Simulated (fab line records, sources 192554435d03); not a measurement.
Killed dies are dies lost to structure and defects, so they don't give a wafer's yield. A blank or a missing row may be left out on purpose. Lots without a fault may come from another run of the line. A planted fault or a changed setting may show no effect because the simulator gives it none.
Which tool did it? | flow n5_finfet | 24 lots, 72 wafers sampled, at 6 steps of a route of 1938

WHAT THE GAUGES READ, wafer by wafer
N5_BEOL_M13_INSPECT_12: inspects for defects (macro). Usual: raw_defect_count 2.0, standard deviation 1.5.
lot  | measured     | on                | raw_defect_count | flag
L075 | day 10 21:45 | defect_inspect-02 | 2 3 2            |
L074 | day 11 09:07 | defect_inspect-01 | 1 2 2            |
L076 | day 11 13:21 | defect_inspect-02 | 2 2 1            |
L078 | day 12 04:37 | defect_inspect-01 | 2 2 0            |
L077 | day 12 05:05 | defect_inspect-02 | 2 3 3            |
L080 | day 12 05:13 | defect_inspect-02 | 1 2 1            |
L079 | day 12 10:32 | defect_inspect-02 | 1 1 1            |
L081 | day 12 11:20 | defect_inspect-01 | 0 4 3            |
L082 | day 13 03:42 | defect_inspect-02 | 1 0 4            |
L083 | day 13 18:06 | defect_inspect-02 | 1 2 2            |
L085 | day 13 17:05 | defect_inspect-01 | 5 2 3            |
L084 | day 13 15:40 | defect_inspect-01 | 3 3 2            |
L086 | day 14 00:10 | defect_inspect-02 | 2 5 2            |
L087 | day 14 02:28 | defect_inspect-01 | 2 2 1            |
L088 | day 14 08:44 | defect_inspect-02 | 4 3 3            |
L091 | day 15 07:25 | defect_inspect-02 | 0 0 2            |
L089 | day 15 07:38 | defect_inspect-01 | 6 1 1            |
L090 | day 15 11:05 | defect_inspect-01 | 3 7 3            |
L093 | day 15 14:37 | defect_inspect-01 | 2 1 3            |
L092 | day 15 20:22 | defect_inspect-02 | 6 3 0            |
L095 | day 16 11:59 | defect_inspect-02 | 2 1 2            |
L094 | day 16 12:16 | defect_inspect-01 | 4 2 0            |
L096 | day 16 20:13 | defect_inspect-02 | 2 1 6            |
L097 | day 16 21:15 | defect_inspect-01 | 3 1 0            |

WHICH TOOL RAN EACH LOT (tool, then ch and the chambers of the sampled wafers, then the start)
lot  | N5_BEOL_M11_HM_DEP_02        | N5_BEOL_M11_ETCH_65                | N5_BEOL_M11_ALD_74                  | N5_BEOL_M11_SURFACE_TREAT_76 | N5_BEOL_M12_STRIP_64
L075 | pvd_sputter-01, day 10 09:42 | rie_diel-01 ch 0,1,2, day 10 11:34 | ald_metal-01 ch 1,2,3, day 10 13:22 | pvd_sputter-03, day 10 13:39 | plasma_asher-01 ch 0,1, day 10 15:53
L074 | pvd_sputter-01, day 10 18:25 | rie_diel-01 ch 0,2,3, day 10 22:17 | ald_metal-02 ch 0,3, day 11 00:57   | pvd_sputter-02, day 11 01:16 | plasma_asher-02 ch 0,1, day 11 03:20
L076 | pvd_sputter-01, day 10 18:43 | rie_diel-01 ch 0,1,2, day 10 22:45 | ald_metal-01 ch 0,2,3, day 11 01:10 | pvd_sputter-01, day 11 01:32 | plasma_asher-01 ch 0,1, day 11 03:46
L078 | pvd_sputter-03, day 11 15:44 | rie_diel-04 ch 1,2,3, day 11 18:17 | ald_metal-04 ch 1,2, day 11 19:30   | pvd_sputter-02, day 11 19:58 | plasma_asher-02 ch 0,1, day 11 22:30
L077 | pvd_sputter-03, day 11 18:55 | rie_diel-04 ch 1,2,3, day 11 20:25 | ald_metal-02 ch 0,1,3, day 11 21:40 | pvd_sputter-01, day 11 21:58 | plasma_asher-01 ch 0,1, day 12 00:31
L080 | pvd_sputter-03, day 11 19:07 | rie_diel-05 ch 1,3, day 11 20:47   | ald_metal-04 ch 1,2,3, day 11 22:01 | pvd_sputter-03, day 11 22:19 | plasma_asher-01 ch 0,1, day 12 00:50
L079 | pvd_sputter-02, day 11 22:20 | rie_diel-01 ch 1,2,3, day 12 00:10 | ald_metal-04 ch 1,2, day 12 01:40   | pvd_sputter-03, day 12 01:59 | plasma_asher-02 ch 0,1, day 12 04:34
L081 | pvd_sputter-02, day 12 02:17 | rie_diel-05 ch 0,2,3, day 12 03:53 | ald_metal-04 ch 0,1, day 12 05:12   | pvd_sputter-02, day 12 05:31 | plasma_asher-02 ch 0,1, day 12 07:38
L082 | pvd_sputter-03, day 12 15:37 | rie_diel-05 ch 0,1,2, day 12 17:59 | ald_metal-04 ch 0,1,2, day 12 19:26 | pvd_sputter-03, day 12 19:53 | plasma_asher-02 ch 0,1, day 12 22:34
L083 | pvd_sputter-02, day 13 04:37 | rie_diel-04 ch 1,2,3, day 13 07:11 | ald_metal-04 ch 1,2,3, day 13 08:36 | pvd_sputter-03, day 13 08:53 | plasma_asher-02 ch 0,1, day 13 11:35
L085 | pvd_sputter-02, day 13 04:50 | rie_diel-05 ch 0,1,3, day 13 07:03 | ald_metal-01 ch 0,1,3, day 13 08:32 | pvd_sputter-01, day 13 08:50 | plasma_asher-01 ch 0,1, day 13 11:14
L084 | pvd_sputter-02, day 13 05:06 | rie_diel-04 ch 1,2,3, day 13 06:43 | ald_metal-02 ch 1,3, day 13 08:20   | pvd_sputter-02, day 13 08:41 | plasma_asher-02 ch 0,1, day 13 10:58
L086 | pvd_sputter-01, day 13 07:14 | rie_diel-05 ch 0,1,2, day 13 11:11 | ald_metal-02 ch 0,2,3, day 13 12:28 | pvd_sputter-01, day 13 12:46 | plasma_asher-02 ch 0,1, day 13 15:22
L087 | pvd_sputter-01, day 13 11:45 | rie_diel-04 ch 1,2,3, day 13 13:13 | ald_metal-02 ch 0,1,2, day 13 15:35 | pvd_sputter-03, day 13 15:53 | plasma_asher-01 ch 1, day 13 18:01
L088 | pvd_sputter-02, day 13 16:28 | rie_diel-04 ch 0,1,2, day 13 20:20 | ald_metal-02 ch 1,2, day 13 21:44   | pvd_sputter-03, day 13 22:02 | plasma_asher-02 ch 0,1, day 14 00:53
L091 | pvd_sputter-03, day 14 16:47 | rie_diel-04 ch 0,1,2, day 14 19:41 | ald_metal-02 ch 0,1,3, day 14 21:04 | pvd_sputter-01, day 14 21:21 | plasma_asher-02 ch 0,1, day 15 00:17
L089 | pvd_sputter-01, day 14 20:27 | rie_diel-01 ch 0,1,2, day 14 22:22 | ald_metal-02 ch 0,2,3, day 15 00:40 | pvd_sputter-02, day 15 00:59 | plasma_asher-01 ch 0,1, day 15 03:25
L090 | pvd_sputter-01, day 14 20:46 | rie_diel-05 ch 1,2,3, day 14 23:55 | ald_metal-02 ch 0,2,3, day 15 01:10 | pvd_sputter-02, day 15 01:31 | plasma_asher-02 ch 0,1, day 15 06:31
L093 | pvd_sputter-03, day 15 00:32 | rie_diel-01 ch 2,3, day 15 03:59   | ald_metal-04 ch 1,2, day 15 05:37   | pvd_sputter-03, day 15 05:54 | plasma_asher-02 ch 0,1, day 15 08:15
L092 | pvd_sputter-02, day 15 04:37 | rie_diel-05 ch 1,3, day 15 08:59   | ald_metal-04 ch 0,1,2, day 15 10:46 | pvd_sputter-03, day 15 11:08 | plasma_asher-02 ch 0,1, day 15 14:53
L095 | pvd_sputter-03, day 16 00:25 | rie_diel-04 ch 1,2, day 16 02:49   | ald_metal-04 ch 0,2,3, day 16 03:59 | pvd_sputter-02, day 16 04:22 | plasma_asher-02 ch 0,1, day 16 07:08
L094 | pvd_sputter-03, day 16 00:31 | rie_diel-01 ch 1,2, day 16 03:28   | ald_metal-01 ch 0,1,3, day 16 04:49 | pvd_sputter-01, day 16 05:17 | plasma_asher-01 ch 0,1, day 16 07:29
L096 | pvd_sputter-02, day 16 04:47 | rie_diel-01 ch 1,3, day 16 07:23   | ald_metal-02 ch 1,2, day 16 08:51   | pvd_sputter-02, day 16 09:11 | plasma_asher-01 ch 0,1, day 16 12:32
L097 | pvd_sputter-03, day 16 07:45 | rie_diel-01 ch 0,2,3, day 16 09:47 | ald_metal-01 ch 0,1,2, day 16 11:01 | pvd_sputter-03, day 16 11:17 | plasma_asher-02 ch 0,1, day 16 14:03
- N5_BEOL_M11_HM_DEP_02: deposits TiN, target thk 20 nm.
- N5_BEOL_M11_ETCH_65: etches SiARC in CF4, target depth 39 nm, time 65 s.
- N5_BEOL_M11_ALD_74: deposits TaN, target thk 2 nm, pulse time 2 s, purge time 3 s.
- N5_BEOL_M11_SURFACE_TREAT_76
- N5_BEOL_M12_STRIP_64: strips in N2/H2.

WHAT THE TOOLS THEMSELVES READ (means of the sampled wafers that have a number; where no wafer has one, the mark that the record gives instead)
N5_BEOL_M11_HM_DEP_02. Usual: throttle_valve_pct 30.2 %, standard deviation 0.9.
lot  | tool           | throttle_valve_pct (%) | flag
L075 | pvd_sputter-01 | 31.0                   |
L074 | pvd_sputter-01 | 31.1                   |
L076 | pvd_sputter-01 | 31.1                   |
L078 | pvd_sputter-03 | 30.7                   |
L077 | pvd_sputter-03 | 30.3                   |
L080 | pvd_sputter-03 | 30.7                   |
L079 | pvd_sputter-02 | 29.5                   |
L081 | pvd_sputter-02 | 29.0                   |
L082 | pvd_sputter-03 | 30.3                   |
L083 | pvd_sputter-02 | 29.4                   |
L085 | pvd_sputter-02 | 29.8                   |
L084 | pvd_sputter-02 | 29.7                   |
L086 | pvd_sputter-01 | 30.6                   |
L087 | pvd_sputter-01 | 31.4                   |
L088 | pvd_sputter-02 | 29.9                   |
L091 | pvd_sputter-03 | 29.9                   |
L089 | pvd_sputter-01 | 30.8                   |
L090 | pvd_sputter-01 | 29.8                   |
L093 | pvd_sputter-03 | 30.5                   |
L092 | pvd_sputter-02 | 29.6                   |
L095 | pvd_sputter-03 | 29.9                   |
L094 | pvd_sputter-03 | 30.8                   |
L096 | pvd_sputter-02 | 29.5                   |
L097 | pvd_sputter-03 | 30.4                   |

N5_BEOL_M11_ETCH_65. Usual: chamber_pressure_mTorr 40.00 mTorr, standard deviation 0.037; drypump_motor_current_A 5.8 A, standard deviation 0.52; etch_rf_on_time_s 64.7 s, standard deviation 1.6; oes_product_au 0.68 a.u., standard deviation 0.063; rf_fwd_power_W 537.9 W, standard deviation 2.5; rf_vpp_V 184.1 V, standard deviation 1.1; showerhead_plenum_p_Torr 2.14 Torr, standard deviation 0.059; throttle_valve_pct 15.59 %, standard deviation 0.29.
lot  | tool        | chamber_pressure_mTorr (mTorr) | drypump_motor_current_A (A) | etch_rf_on_time_s (s) | oes_product_au (a.u.) | rf_fwd_power_W (W) | rf_vpp_V (V) | showerhead_plenum_p_Torr (Torr) | throttle_valve_pct (%) | flag
L075 | rie_diel-01 | 40.03                          | 5.8                         | 64.9                  | 0.73                  | 537.6              | 184.3        | 2.16                            | 15.35                  |
L074 | rie_diel-01 | 39.99                          | 5.7                         | 64.3                  | 0.73                  | 538.7              | 185.7        | 2.16                            | 15.53                  |
L076 | rie_diel-01 | 39.95                          | 5.8                         | 65.1                  | 0.73                  | 536.2              | 183.6        | 2.16                            | 15.37                  |
L078 | rie_diel-04 | 39.99                          | 5.8                         | 64.9                  | 0.69                  | 539.0              | 183.4        | 2.13                            | 15.59                  |
L077 | rie_diel-04 | 39.97                          | 5.8                         | 64.5                  | 0.69                  | 537.1              | 183.7        | 2.13                            | 15.57                  |
L080 | rie_diel-05 | 40.00                          | 6.1                         | 65.0                  | 0.65                  | 537.2              | 183.3        | 2.13                            | 15.96                  |
L079 | rie_diel-01 | 40.00                          | 5.3                         | 63.2                  | 0.73                  | 538.5              | 183.2        | 2.14                            | 15.46                  |
L081 | rie_diel-05 | 40.02                          | 5.7                         | 65.0                  | 0.65                  | 536.8              | 184.0        | 2.18                            | 15.67                  |
L082 | rie_diel-05 | 40.00                          | 5.6                         | 65.9                  | 0.62                  | 540.1              | 184.0        | 2.14                            | 15.62                  |
L083 | rie_diel-04 | 40.01                          | 5.8                         | 64.9                  | 0.67                  | 537.3              | 184.5        | 2.13                            | 15.59                  |
L085 | rie_diel-05 | 40.03                          | 5.9                         | 65.5                  | 0.64                  | 537.8              | 184.8        | 2.15                            | 15.79                  |
L084 | rie_diel-04 | 40.06                          | 5.8                         | 64.9                  | 0.67                  | 536.6              | 183.7        | 2.13                            | 15.59                  |
L086 | rie_diel-05 | 40.00                          | 5.6                         | 65.6                  | 0.62                  | 539.3              | 183.8        | 2.14                            | 15.63                  |
L087 | rie_diel-04 | 40.00                          | 5.8                         | 64.0                  | 0.67                  | 536.8              | 184.2        | 2.13                            | 15.60                  |
L088 | rie_diel-04 | 40.01                          | 6.2                         | 65.3                  | 0.68                  | 539.9              | 183.9        | 2.13                            | 15.69                  |
L091 | rie_diel-04 | 40.00                          | 6.2                         | 65.5                  | 0.67                  | 538.8              | 183.5        | 2.13                            | 15.70                  |
L089 | rie_diel-01 | 39.99                          | 5.8                         | 65.0                  | 0.71                  | 535.9              | 184.3        | 2.15                            | 15.43                  |
L090 | rie_diel-05 | 39.98                          | 5.8                         | 65.5                  | 0.62                  | 538.0              | 184.2        | 2.11                            | 15.86                  |
L093 | rie_diel-01 | 39.94                          | 5.3                         | 64.5                  | 0.71                  | 538.0              | 184.1        | 2.10                            | 15.59                  |
L092 | rie_diel-05 | 40.02                          | 6.1                         | 64.7                  | 0.63                  | 538.1              | 184.5        | 2.11                            | 16.03                  |
L095 | rie_diel-04 | 40.01                          | 6.2                         | 65.0                  | 0.60                  | 541.0              | 183.2        | 2.08                            | 15.94                  |
L094 | rie_diel-01 | 39.97                          | 5.4                         | 65.1                  | 0.71                  | 538.6              | 184.0        | 2.10                            | 15.43                  |
L096 | rie_diel-01 | 39.98                          | 5.3                         | 62.4                  | 0.69                  | 537.8              | 183.5        | 2.15                            | 15.59                  |
L097 | rie_diel-01 | 40.02                          | 5.8                         | 64.1                  | 0.69                  | 539.3              | 185.0        | 2.15                            | 15.62                  |

N5_BEOL_M11_ALD_74. Usual: heater_power_w 409 W, standard deviation 48.
lot  | tool         | heater_power_w (W) | flag
L075 | ald_metal-01 | 432                |
L074 | ald_metal-02 | 431                |
L076 | ald_metal-01 | 389                |
L078 | ald_metal-04 | 369                |
L077 | ald_metal-02 | 399                |
L080 | ald_metal-04 | 394                |
L079 | ald_metal-04 | 366                |
L081 | ald_metal-04 | 417                |
L082 | ald_metal-04 | 412                |
L083 | ald_metal-04 | 394                |
L085 | ald_metal-01 | 442                |
L084 | ald_metal-02 | 378                |
L086 | ald_metal-02 | 410                |
L087 | ald_metal-02 | 415                |
L088 | ald_metal-02 | 403                |
L091 | ald_metal-02 | 405                |
L089 | ald_metal-02 | 408                |
L090 | ald_metal-02 | 416                |
L093 | ald_metal-04 | 363                |
L092 | ald_metal-04 | 411                |
L095 | ald_metal-04 | 447                |
L094 | ald_metal-01 | 390                |
L096 | ald_metal-02 | 397                |
L097 | ald_metal-01 | 402                |

N5_BEOL_M12_STRIP_64. Usual: drypump_motor_current_A 5.68 A, standard deviation 0.3; heater_power_w 334 W, standard deviation 35; oes_product_au 0.716 a.u., standard deviation 0.004; strip_time_to_endpoint_s 31.30 s, standard deviation 0.075.
lot  | tool            | drypump_motor_current_A (A) | heater_power_w (W) | oes_product_au (a.u.) | strip_time_to_endpoint_s (s) | flag
L075 | plasma_asher-01 | 5.30                        | 370                | 0.713                 | 31.49                        |
L074 | plasma_asher-02 | 5.87                        | 326                | 0.717                 | 31.37                        |
L076 | plasma_asher-01 | 5.33                        | 364                | 0.714                 | 31.31                        |
L078 | plasma_asher-02 | 5.94                        | 305                | 0.717                 | 31.23                        |
L077 | plasma_asher-01 | 5.34                        | 361                | 0.717                 | 31.28                        |
L080 | plasma_asher-01 | 5.30                        | 368                | 0.713                 | 31.30                        |
L079 | plasma_asher-02 | 5.85                        | 329                | 0.713                 | 31.34                        |
L081 | plasma_asher-02 | 5.84                        | 321                | 0.715                 | 31.33                        |
L082 | plasma_asher-02 | 5.93                        | 304                | 0.716                 | 31.30                        |
L083 | plasma_asher-02 | 5.85                        | 327                | 0.713                 | 31.27                        |
L085 | plasma_asher-01 | 5.34                        | 359                | 0.715                 | 31.23                        |
L084 | plasma_asher-02 | 5.85                        | 324                | 0.716                 | 31.28                        |
L086 | plasma_asher-02 | 5.85                        | 324                | 0.710                 | 31.34                        |
L087 | plasma_asher-01 | 5.35                        | 356                | 0.718                 | 31.28                        |
L088 | plasma_asher-02 | 5.84                        | 325                | 0.718                 | 31.27                        |
L091 | plasma_asher-02 | 5.85                        | 325                | 0.713                 | 31.44                        |
L089 | plasma_asher-01 | 5.30                        | 368                | 0.713                 | 31.19                        |
L090 | plasma_asher-02 | 5.85                        | 327                | 0.718                 | 31.31                        |
L093 | plasma_asher-02 | 5.93                        | 305                | 0.717                 | 31.31                        |
L092 | plasma_asher-02 | 5.94                        | 309                | 0.716                 | 31.37                        |
L095 | plasma_asher-02 | 5.93                        | 304                | 0.718                 | 31.30                        |
L094 | plasma_asher-01 | 5.34                        | 362                | 0.717                 | 31.18                        |
L096 | plasma_asher-01 | 5.31                        | 368                | 0.714                 | 31.38                        |
L097 | plasma_asher-02 | 5.95                        | 308                | 0.719                 | 31.29                        |

THE ANSWER, worked out from the rows above alone
Rule: a lot is off if the mean of its wafers that have a number lies more than 3 standard deviations from the usual mean. A lot without any number at a reading at which 4 lots or more have one is off too. The other lots that the step has rows for count as sound. The gauges are gone through in route order, then the tools' own readings, and for those a lot's mean is taken as printed above. The first step at which some lot is off is used, and at that step the reading that is off furthest; a lot without a number counts as furthest.
No lot is off at any reading shown: from this, nothing can be told.

WHAT THE SIMULATOR HAD PUT IN
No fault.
